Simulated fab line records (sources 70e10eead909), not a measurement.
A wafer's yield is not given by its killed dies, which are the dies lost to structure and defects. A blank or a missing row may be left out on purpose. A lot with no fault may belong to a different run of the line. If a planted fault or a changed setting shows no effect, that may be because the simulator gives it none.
fab line records / flow nandHarc
[record] lots = 5 wafers = 15 lastDay = 33
route steps=1302 shown P_ZERO_WELL@44
lots that met no fault: taken from a fault-free run of the same line
startH: start of the lot's first displayed wafer, in hours after the record's first day / waitH: how many hours have passed since the lot's step before this one / " the same as in the row above / L1.1+2: one row covering several wafers at once / - no value, or no start was given / * or withheld: withheld / < > ~ a bound
route shown NAME@n: NAME is a module with steps in the file, n the number in the route of the first one / usual: mean/standard deviation of fault-free wafers / same: alike in all rows / chamber/n: place in a boat / sites: per-site readings / _std_site: the values' standard deviation / _edge_site: inner sites' mean taken away from outer sites' mean / radiusMm: for every site, how far away it sits from the centre of the wafer / mask NAME#n: copy n / behind: tool/chamber where the wafer was last shaped / hold: cause of the lot's hold/its duration in hours/its outcome / device: transistor that didn't switch, given as n, p or np / end of line: the tests these same wafers got at the end of their route / a step given without rows: its recipe and nothing more / killed: count of dies lost to structure and defects at first sort (not the wafer's yield) / map: dies across one wafer; x = killed, . = not, _ = none there
set.NAME: setting as actually run; set.NAME@STEP: the setting as run at that earlier step / model.NAME: the simulator's own value behind a step, which no gauge read
lots at selected steps of the route; one table per step, one row per wafer
services: when a tool's chamber went out of use (startH, in hours from the record's first day, below 0 if earlier), for how many hours, and the reason
[[steps]]
[step NHARC_P_ZERO_WELL_CD_MEAS_37]
[recipe] targetCdNm = 720 landingEnergyEv = 500
[usual] cdNm = 720.0/1.6
lot.wafer=L707.1 tool=cdSem-02 chamber=0 startH=44.63 waitH=- cdNm=719.2
lot.wafer=L707.2 tool=cdSem-02 chamber=0 startH=44.63 waitH=- cdNm=719.7
lot.wafer=L707.3 tool=cdSem-02 chamber=0 startH=44.63 waitH=- cdNm=720.9
lot.wafer=L712.2 tool=cdSem-02 chamber=0 startH=94.41 waitH=- cdNm=721.8
lot.wafer=L712.4 tool=cdSem-02 chamber=0 startH=94.41 waitH=- cdNm=721.3
lot.wafer=L712.6 tool=cdSem-02 chamber=0 startH=94.41 waitH=- cdNm=718.5
lot.wafer=L714.1 tool=cdSem-01 chamber=0 startH=114.17 waitH=- cdNm=721.0
lot.wafer=L714.5 tool=cdSem-01 chamber=0 startH=114.17 waitH=- cdNm=721.6
lot.wafer=L714.6 tool=cdSem-01 chamber=0 startH=114.17 waitH=- cdNm=720.4
lot.wafer=L725.1 tool=cdSem-01 chamber=0 startH=226.95 waitH=- cdNm=720.1
lot.wafer=L725.4 tool=cdSem-01 chamber=0 startH=226.95 waitH=- cdNm=720.1
lot.wafer=L725.6 tool=cdSem-01 chamber=0 startH=226.95 waitH=- cdNm=720.5
lot.wafer=L727.1 tool=cdSem-02 chamber=0 startH=244.03 waitH=- cdNm=718.5
lot.wafer=L727.3 tool=cdSem-02 chamber=0 startH=244.03 waitH=- cdNm=719.8
lot.wafer=L727.6 tool=cdSem-02 chamber=0 startH=244.03 waitH=- cdNm=718.1
[step NHARC_P_ZERO_WELL_HARDBAKE_38]
[recipe] tempC = 125 timeS = 80
[step NHARC_P_ZERO_WELL_DESCUM_39]
[recipe] timeS = 3 o2FlowSccm = 200 arFlowSccm = 0 biasPowerW = 0 chemistry = O2
[usual] chamberPressureMTorr = 60.00/0.053 drypumpMotorCurrentA = 5.5/0.45 oesProductAu = 0.996/0.01 rfVppV = 57.7/0.92 showerheadPlenumPTorr = 1.90/0.068 throttleValvePct = 11.310/0.0087
[same] biasPowerW = 0
lot.wafer=L707.1 tool=rieDiel-11 chamber=1 startH=44.80 waitH=- chamberPressureMTorr=60.00 drypumpMotorCurrentA=5.6 oesProductAu=1.006 rfHoursCounterH=43 rfVppV=58.1 showerheadPlenumPTorr=1.81 throttleValvePct=11.309
lot.wafer=L707.2 tool=rieDiel-11 chamber=2 startH=44.80 waitH=- chamberPressureMTorr=59.96 drypumpMotorCurrentA=5.3 oesProductAu=0.993 rfHoursCounterH=40 rfVppV=58.6 showerheadPlenumPTorr=1.88 throttleValvePct=11.315
lot.wafer=L707.3 tool=rieDiel-11 chamber=3 startH=44.80 waitH=- chamberPressureMTorr=60.00 drypumpMotorCurrentA=5.9 oesProductAu=0.995 rfHoursCounterH=35 rfVppV=58.0 showerheadPlenumPTorr=1.86 throttleValvePct=11.302
lot.wafer=L712.2 tool=rieDiel-02 chamber=3 startH=94.56 waitH=- chamberPressureMTorr=59.98 drypumpMotorCurrentA=5.2 oesProductAu=0.988 rfHoursCounterH=13 rfVppV=58.7 showerheadPlenumPTorr=1.89 throttleValvePct=11.295
lot.wafer=L712.4 tool=rieDiel-02 chamber=1 startH=94.56 waitH=- chamberPressureMTorr=60.14 drypumpMotorCurrentA=6.2 oesProductAu=0.968 rfHoursCounterH=8 rfVppV=58.1 showerheadPlenumPTorr=1.78 throttleValvePct=11.303
lot.wafer=L712.6 tool=rieDiel-02 chamber=0 startH=94.56 waitH=- chamberPressureMTorr=60.02 drypumpMotorCurrentA=5.2 oesProductAu=0.993 rfHoursCounterH=- rfVppV=59.0 showerheadPlenumPTorr=1.97 throttleValvePct=11.302
lot.wafer=L714.1 tool=rieDiel-11 chamber=1 startH=114.35 waitH=- chamberPressureMTorr=59.96 drypumpMotorCurrentA=5.6 oesProductAu=1.000 rfHoursCounterH=8 rfVppV=57.6 showerheadPlenumPTorr=1.81 throttleValvePct=11.307
lot.wafer=L714.6 tool=rieDiel-11 chamber=3 startH=114.35 waitH=- chamberPressureMTorr=60.05 drypumpMotorCurrentA=5.9 oesProductAu=0.989 rfHoursCounterH=- rfVppV=58.1 showerheadPlenumPTorr=1.85 throttleValvePct=11.309
lot.wafer=L714.5 tool=rieDiel-11 chamber=0 startH=114.35 waitH=- chamberPressureMTorr=59.89 drypumpMotorCurrentA=6.4 oesProductAu=1.006 rfHoursCounterH=- rfVppV=56.9 showerheadPlenumPTorr=1.90 throttleValvePct=11.318
lot.wafer=L725.4 tool=rieDiel-03 chamber=3 startH=227.11 waitH=- chamberPressureMTorr=59.98 drypumpMotorCurrentA=5.1 oesProductAu=0.984 rfHoursCounterH=34 rfVppV=57.4 showerheadPlenumPTorr=1.89 throttleValvePct=11.306
lot.wafer=L725.1 tool=rieDiel-03 chamber=0 startH=227.11 waitH=- chamberPressureMTorr=60.00 drypumpMotorCurrentA=6.1 oesProductAu=1.004 rfHoursCounterH=36 rfVppV=57.9 showerheadPlenumPTorr=1.94 throttleValvePct=11.306
lot.wafer=L725.6 tool=rieDiel-03 chamber=3 startH=227.11 waitH=- chamberPressureMTorr=59.93 drypumpMotorCurrentA=5.1 oesProductAu=1.003 rfHoursCounterH=- rfVppV=57.7 showerheadPlenumPTorr=1.89 throttleValvePct=11.307
lot.wafer=L727.1 tool=rieDiel-02 chamber=1 startH=244.19 waitH=- chamberPressureMTorr=59.97 drypumpMotorCurrentA=6.2 oesProductAu=0.991 rfHoursCounterH=5 rfVppV=56.5 showerheadPlenumPTorr=2.08 throttleValvePct=11.301
lot.wafer=L727.3 tool=rieDiel-02 chamber=0 startH=244.19 waitH=- chamberPressureMTorr=59.99 drypumpMotorCurrentA=5.2 oesProductAu=1.003 rfHoursCounterH=6 rfVppV=57.7 showerheadPlenumPTorr=1.95 throttleValvePct=11.307
lot.wafer=L727.6 tool=rieDiel-02 chamber=1 startH=244.19 waitH=- chamberPressureMTorr=60.05 drypumpMotorCurrentA=6.2 oesProductAu=0.987 rfHoursCounterH=- rfVppV=58.3 showerheadPlenumPTorr=2.08 throttleValvePct=11.308
[step NHARC_P_ZERO_WELL_IMPLANT_40]
[recipe] energyKev = 300 doseCm2 = 1e+13 tiltDeg = 7
[step NHARC_P_ZERO_WELL_IMPLANT_59]
[recipe] energyKev = 120 doseCm2 = 5e+12 tiltDeg = 7
[step NHARC_P_ZERO_WELL_IMPLANT_60]
[recipe] energyKev = 30 doseCm2 = 2e+12 tiltDeg = 7
[step NHARC_P_ZERO_WELL_STRIP_41]
[recipe] timeS = 840 tempC = 130 chemistry = SPM
[step NHARC_P_ZERO_WELL_DEHYDRATE_44]
[recipe] tempC = 150 timeS = 120
[step NHARC_P_ZERO_WELL_HMDS_45]
[recipe] timeS = 30
[step NHARC_P_ZERO_WELL_COAT_46]
[recipe] spinRpm = withheld
[step NHARC_P_ZERO_WELL_SOFTBAKE_47]
[recipe] tempC = 122 timeS = 95
[step NHARC_P_ZERO_WELL_EBR_48]
[step NHARC_P_ZERO_WELL_EXPOSE_49]
[recipe] na = 0.6 targetCdNm = 2000 doseMj = 22.64 maskId = P_HVPW
[usual] exposureDoseMJCm2 = 22.636/0.021
lot.wafer=L707.1 tool=krfScanner-01 chamber=0 startH=46.11 waitH=- mask=P_HVPW#0 exposureDoseMJCm2=22.652
lot.wafer=L707.2 tool=krfScanner-01 chamber=0 startH=46.11 waitH=- mask=P_HVPW#0 exposureDoseMJCm2=22.646
lot.wafer=L707.3 tool=krfScanner-01 chamber=0 startH=46.11 waitH=- mask=P_HVPW#0 exposureDoseMJCm2=22.650
lot.wafer=L712.2 tool=krfScanner-01 chamber=0 startH=95.90 waitH=- mask=P_HVPW#0 exposureDoseMJCm2=22.645
lot.wafer=L712.4 tool=krfScanner-01 chamber=0 startH=95.90 waitH=- mask=P_HVPW#0 exposureDoseMJCm2=22.628
lot.wafer=L712.6 tool=krfScanner-01 chamber=0 startH=95.90 waitH=- mask=P_HVPW#0 exposureDoseMJCm2=22.611
lot.wafer=L714.1 tool=krfScanner-01 chamber=0 startH=115.52 waitH=- mask=P_HVPW_R1#0 exposureDoseMJCm2=22.636
lot.wafer=L714.5 tool=krfScanner-01 chamber=0 startH=115.52 waitH=- mask=P_HVPW_R1#0 exposureDoseMJCm2=22.629
lot.wafer=L714.6 tool=krfScanner-01 chamber=0 startH=115.52 waitH=- mask=P_HVPW_R1#0 exposureDoseMJCm2=22.619
lot.wafer=L725.1 tool=krfScanner-01 chamber=0 startH=228.30 waitH=- mask=P_HVPW#0 exposureDoseMJCm2=22.602
lot.wafer=L725.4 tool=krfScanner-01 chamber=0 startH=228.30 waitH=- mask=P_HVPW#0 exposureDoseMJCm2=22.620
lot.wafer=L725.6 tool=krfScanner-01 chamber=0 startH=228.30 waitH=- mask=P_HVPW#0 exposureDoseMJCm2=22.607
lot.wafer=L727.1 tool=krfScanner-04 chamber=0 startH=245.51 waitH=- mask=P_HVPW#0 exposureDoseMJCm2=22.689
lot.wafer=L727.3 tool=krfScanner-04 chamber=0 startH=245.51 waitH=- mask=P_HVPW#0 exposureDoseMJCm2=22.667
lot.wafer=L727.6 tool=krfScanner-04 chamber=0 startH=245.51 waitH=- mask=P_HVPW#0 exposureDoseMJCm2=22.693
[step NHARC_P_ZERO_WELL_PEB_50]
[recipe] pebTempC = 118 pebTimeS = 85
[step NHARC_P_ZERO_WELL_DEVELOP_51]
[recipe] timeS = 70
[step NHARC_P_ZERO_WELL_CD_MEAS_52]
[recipe] targetCdNm = 2000 landingEnergyEv = 500
[usual] cdNm = 2000.3/1.8
lot.wafer=L707.1 tool=cdSem-03 chamber=0 startH=46.27 waitH=- hold=- cdNm=1999.7
lot.wafer=L707.2 tool=cdSem-03 chamber=0 startH=46.27 waitH=- hold=- cdNm=2002.4
lot.wafer=L707.3 tool=cdSem-03 chamber=0 startH=46.27 waitH=- hold=- cdNm=2004.3
lot.wafer=L712.2 tool=cdSem-02 chamber=0 startH=96.05 waitH=- hold=- cdNm=1998.0
lot.wafer=L712.4 tool=cdSem-02 chamber=0 startH=96.05 waitH=- hold=- cdNm=1998.6
lot.wafer=L712.6 tool=cdSem-02 chamber=0 startH=96.05 waitH=- hold=- cdNm=2001.1
lot.wafer=L714.1 tool=cdSem-02 chamber=0 startH=115.67 waitH=- hold=awaitDispo/0.2h/release cdNm=1981.2
lot.wafer=L714.5 tool=cdSem-02 chamber=0 startH=115.67 waitH=- hold=awaitDispo/0.2h/release cdNm=1981.3
lot.wafer=L714.6 tool=cdSem-02 chamber=0 startH=115.67 waitH=- hold=awaitDispo/0.2h/release cdNm=1982.7
lot.wafer=L714.1 tool=cdSem-02 chamber=0 startH=- waitH=- hold=- cdNm=1981.7
lot.wafer=L714.5 tool=cdSem-02 chamber=0 startH=- waitH=- hold=- cdNm=1981.2
lot.wafer=L714.6 tool=cdSem-02 chamber=0 startH=- waitH=- hold=- cdNm=1982.6
lot.wafer=L725.1 tool=cdSem-03 chamber=0 startH=228.46 waitH=- hold=- cdNm=1997.5
lot.wafer=L725.4 tool=cdSem-03 chamber=0 startH=228.46 waitH=- hold=- cdNm=1999.5
lot.wafer=L725.6 tool=cdSem-03 chamber=0 startH=228.46 waitH=- hold=- cdNm=1999.2
lot.wafer=L727.1 tool=cdSem-01 chamber=0 startH=245.66 waitH=- hold=- cdNm=1998.6
lot.wafer=L727.3 tool=cdSem-01 chamber=0 startH=245.66 waitH=- hold=- cdNm=2001.2
lot.wafer=L727.6 tool=cdSem-01 chamber=0 startH=245.66 waitH=- hold=- cdNm=2001.3
[step NHARC_P_ZERO_WELL_DESCUM_54]
[recipe] timeS = 3 o2FlowSccm = 200 arFlowSccm = 0 biasPowerW = 0 chemistry = O2
[usual] chamberPressureMTorr = 59.99/0.055 drypumpMotorCurrentA = 5.6/0.42 oesProductAu = 1.000/0.0085 rfVppV = 57.7/0.79 showerheadPlenumPTorr = 1.89/0.064 throttleValvePct = 11.311/0.0086
[same] biasPowerW = 0
lot.wafer=L707.3 tool=rieDiel-03 chamber=3 startH=46.44 waitH=- chamberPressureMTorr=59.94 drypumpMotorCurrentA=5.1 oesProductAu=1.002 rfHoursCounterH=36 rfVppV=56.4 showerheadPlenumPTorr=1.91 throttleValvePct=11.315 model.P_ZERO_WELL.cdNm=2004
lot.wafer=L707.2 tool=rieDiel-03 chamber=0 startH=46.44 waitH=- chamberPressureMTorr=60.05 drypumpMotorCurrentA=6.1 oesProductAu=1.008 rfHoursCounterH=36 rfVppV=59.8 showerheadPlenumPTorr=1.96 throttleValvePct=11.307 model.P_ZERO_WELL.cdNm=2002
lot.wafer=L707.1 tool=rieDiel-03 chamber=1 startH=46.44 waitH=- chamberPressureMTorr=60.02 drypumpMotorCurrentA=5.8 oesProductAu=0.996 rfHoursCounterH=34 rfVppV=57.2 showerheadPlenumPTorr=1.79 throttleValvePct=11.308 model.P_ZERO_WELL.cdNm=2000
lot.wafer=L712.4 tool=rieDiel-03 chamber=3 startH=96.24 waitH=- chamberPressureMTorr=60.10 drypumpMotorCurrentA=5.1 oesProductAu=0.998 rfHoursCounterH=49 rfVppV=57.2 showerheadPlenumPTorr=1.91 throttleValvePct=11.301 model.P_ZERO_WELL.cdNm=1999
lot.wafer=L712.2 tool=rieDiel-03 chamber=0 startH=96.24 waitH=- chamberPressureMTorr=60.01 drypumpMotorCurrentA=6.0 oesProductAu=1.000 rfHoursCounterH=55 rfVppV=57.6 showerheadPlenumPTorr=1.95 throttleValvePct=11.308 model.P_ZERO_WELL.cdNm=1998
lot.wafer=L712.6 tool=rieDiel-03 chamber=2 startH=96.24 waitH=- chamberPressureMTorr=59.93 drypumpMotorCurrentA=5.5 oesProductAu=0.988 rfHoursCounterH=- rfVppV=57.9 showerheadPlenumPTorr=1.94 throttleValvePct=11.310 model.P_ZERO_WELL.cdNm=2001
lot.wafer=L714.1 tool=rieDiel-03 chamber=3 startH=126.85 waitH=- chamberPressureMTorr=60.03 drypumpMotorCurrentA=5.1 oesProductAu=1.012 rfHoursCounterH=1 rfVppV=58.2 showerheadPlenumPTorr=1.90 throttleValvePct=11.308 model.P_ZERO_WELL.cdNm=1982
lot.wafer=L714.5 tool=rieDiel-03 chamber=2 startH=126.85 waitH=- chamberPressureMTorr=59.98 drypumpMotorCurrentA=5.5 oesProductAu=1.003 rfHoursCounterH=- rfVppV=58.1 showerheadPlenumPTorr=1.94 throttleValvePct=11.321 model.P_ZERO_WELL.cdNm=1982
lot.wafer=L714.6 tool=rieDiel-03 chamber=3 startH=126.85 waitH=- chamberPressureMTorr=59.85 drypumpMotorCurrentA=5.1 oesProductAu=0.999 rfHoursCounterH=- rfVppV=57.1 showerheadPlenumPTorr=1.90 throttleValvePct=11.305 model.P_ZERO_WELL.cdNm=1983
lot.wafer=L725.1 tool=rieDiel-02 chamber=2 startH=228.62 waitH=- chamberPressureMTorr=60.00 drypumpMotorCurrentA=5.0 oesProductAu=1.000 rfHoursCounterH=1 rfVppV=57.8 showerheadPlenumPTorr=1.92 throttleValvePct=11.303 model.P_ZERO_WELL.cdNm=1998
lot.wafer=L725.4 tool=rieDiel-02 chamber=3 startH=228.62 waitH=- chamberPressureMTorr=60.05 drypumpMotorCurrentA=5.2 oesProductAu=1.001 rfHoursCounterH=1 rfVppV=57.0 showerheadPlenumPTorr=1.88 throttleValvePct=11.320 model.P_ZERO_WELL.cdNm=1999
lot.wafer=L725.6 tool=rieDiel-02 chamber=3 startH=228.62 waitH=- chamberPressureMTorr=59.89 drypumpMotorCurrentA=5.2 oesProductAu=1.008 rfHoursCounterH=- rfVppV=58.3 showerheadPlenumPTorr=1.88 throttleValvePct=11.313 model.P_ZERO_WELL.cdNm=1999
lot.wafer=L727.3 tool=rieDiel-02 chamber=2 startH=245.83 waitH=- chamberPressureMTorr=59.97 drypumpMotorCurrentA=5.0 oesProductAu=1.012 rfHoursCounterH=7 rfVppV=57.6 showerheadPlenumPTorr=1.92 throttleValvePct=11.311 model.P_ZERO_WELL.cdNm=2002
lot.wafer=L727.1 tool=rieDiel-02 chamber=3 startH=245.83 waitH=- chamberPressureMTorr=60.00 drypumpMotorCurrentA=5.3 oesProductAu=1.004 rfHoursCounterH=8 rfVppV=56.9 showerheadPlenumPTorr=1.88 throttleValvePct=11.306 model.P_ZERO_WELL.cdNm=1999
lot.wafer=L727.6 tool=rieDiel-02 chamber=3 startH=245.83 waitH=- chamberPressureMTorr=59.96 drypumpMotorCurrentA=5.2 oesProductAu=0.995 rfHoursCounterH=- rfVppV=58.9 showerheadPlenumPTorr=1.88 throttleValvePct=11.304 model.P_ZERO_WELL.cdNm=2001
[step NHARC_P_ZERO_WELL_IMPLANT_55]
[recipe] energyKev = 180 doseCm2 = 8e+11 tiltDeg = 7
[[services]]
tool=krfScanner-04 chamber=- startH=22.17 hours=2.4 kind=repair
tool=rieDiel-02 chamber=- startH=40.37 hours=9.0 kind=pm
tool=rieDiel-03 chamber=2 startH=56.21 hours=2.5 kind=repair
tool=rieDiel-03 chamber=3 startH=59.40 hours=5.6 kind=repair
tool=krfScanner-04 chamber=- startH=64.06 hours=0.1 kind=repair
tool=rieDiel-02 chamber=1 startH=71.11 hours=11.5 kind=repair
tool=rieDiel-11 chamber=0 startH=75.39 hours=7.9 kind=repair
tool=rieDiel-11 chamber=- startH=78.53 hours=9.0 kind=pm
tool=rieDiel-03 chamber=3 startH=84.47 hours=6.9 kind=repair
tool=rieDiel-02 chamber=2 startH=90.98 hours=1.4 kind=repair
tool=rieDiel-11 chamber=- startH=96.01 hours=1.3 kind=repair
tool=rieDiel-03 chamber=- startH=104.38 hours=9.0 kind=pm
tool=rieDiel-02 chamber=2 startH=106.94 hours=35.3 kind=repair
tool=krfScanner-01 chamber=- startH=140.00 hours=4.0 kind=pm
tool=krfScanner-01 chamber=- startH=146.64 hours=0.8 kind=repair
tool=krfScanner-01 chamber=- startH=147.72 hours=3.9 kind=repair
tool=rieDiel-02 chamber=0 startH=156.25 hours=9.1 kind=repair
tool=rieDiel-02 chamber=1 startH=166.55 hours=2.4 kind=repair
tool=rieDiel-02 chamber=3 startH=176.76 hours=7.7 kind=repair
tool=krfScanner-04 chamber=- startH=180.77 hours=2.1 kind=repair
tool=krfScanner-04 chamber=- startH=182.88 hours=4.0 kind=pm
tool=rieDiel-11 chamber=3 startH=189.91 hours=5.3 kind=repair
tool=rieDiel-02 chamber=0 startH=202.13 hours=1.4 kind=repair
tool=rieDiel-02 chamber=- startH=217.39 hours=9.0 kind=pm
[[key]]
[firstSign] step = NHARC_P_ZERO_WELL_EXPOSE_49 reading = mask direction = changed
[effect] step = NHARC_P_ZERO_WELL_CD_MEAS_52 reading = visit direction = added
[effect] step = NHARC_P_ZERO_WELL_CD_MEAS_52 reading = cdNm direction = down sigmas = 11 usual = 2000.3 struck = 1981.7
[modelEffect] step = NHARC_P_ZERO_WELL_DESCUM_54 value = P_ZERO_WELL.cdNm without = 2000 struck = 1982
metAt NHARC_P_ZERO_WELL_EXPOSE_49
struckWafers L714.1,L714.5,L714.6
testerLeftOut L714
onsetBetween 95.90 115.52
[fault] kind = wrongMask tool = any chamber = - onsetH = 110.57 steps = NHARC_P_ZERO_WELL_EXPOSE_49 auxCopy = P_HVPW_R1#0 cdOffsetNm = -18.155 scope = struckLotsOnly
// testerLeftOut: of these lots the tester's yield and bins aren't shown, on N5 and GAA mostly nor the transistor test; their killed dies are dies lost to structure and defects alone, not to doping, threshold or leakage, so they don't give the yield
